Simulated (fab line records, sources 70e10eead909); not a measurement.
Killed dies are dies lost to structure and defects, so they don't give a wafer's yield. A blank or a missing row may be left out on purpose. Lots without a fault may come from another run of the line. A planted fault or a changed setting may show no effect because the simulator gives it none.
Chamber matching | flow nand_harc | NHARC_P_M1_DEP_33 on pecvd-04: 3 sister chambers
The step deposits SiCN, target thk 30 nm. 6 wafers are shown with their chamber, then 8 later ones without.

WAFERS WITH THEIR CHAMBER
wafer  | chamber | heater_power_w (W)
L914.2 | 1       | 587
L914.4 | 0       | 644
L915.1 | 2       | 601
L915.2 | 0       | 640
L915.3 | 1       | 616
L921.2 | 2       | 640

WAFERS WITHOUT THEIR CHAMBER
wafer  | heater_power_w (W)
L921.3 | 569
L921.5 | 712
L925.1 | 664
L925.2 | 703
L925.3 | 526
L929.1 | 519
L929.2 | 628
L929.6 | 705

WHICH CHAMBER EACH WENT THROUGH
wafer  | from the rows above          | in truth
L921.3 | can't be placed: 1 or 2      | 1
L921.5 | can't be placed: 0 or 2      | 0
L925.1 | can't be placed: 0 or 2      | 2
L925.2 | can't be placed: 0 or 2      | 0
L925.3 | can't be placed: 1 or 2      | 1
L929.1 | can't be placed: 1 or 2      | 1
L929.2 | can't be placed: 2 or 0 or 1 | 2
L929.6 | can't be placed: 0 or 2      | 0
Placed correctly: 0 of 8. Can't be placed from these rows: 8 (the true chamber is among the candidates in 8). Placed wrongly: 0.
How it was worked out, from the rows above alone: a wafer's distance from a chamber is the root of the sum, over the readings, of the square of ((its reading less the chamber's mean) divided by the reading's scatter). The wafer belongs to the nearest chamber; if the next one is less than 2 further off, it can't be placed. A chamber's mean is the mean of its shown wafers. The scatter: the root of (the sum of the squares of (reading less its chamber's mean) over the shown wafers, divided by (wafers less chambers)).
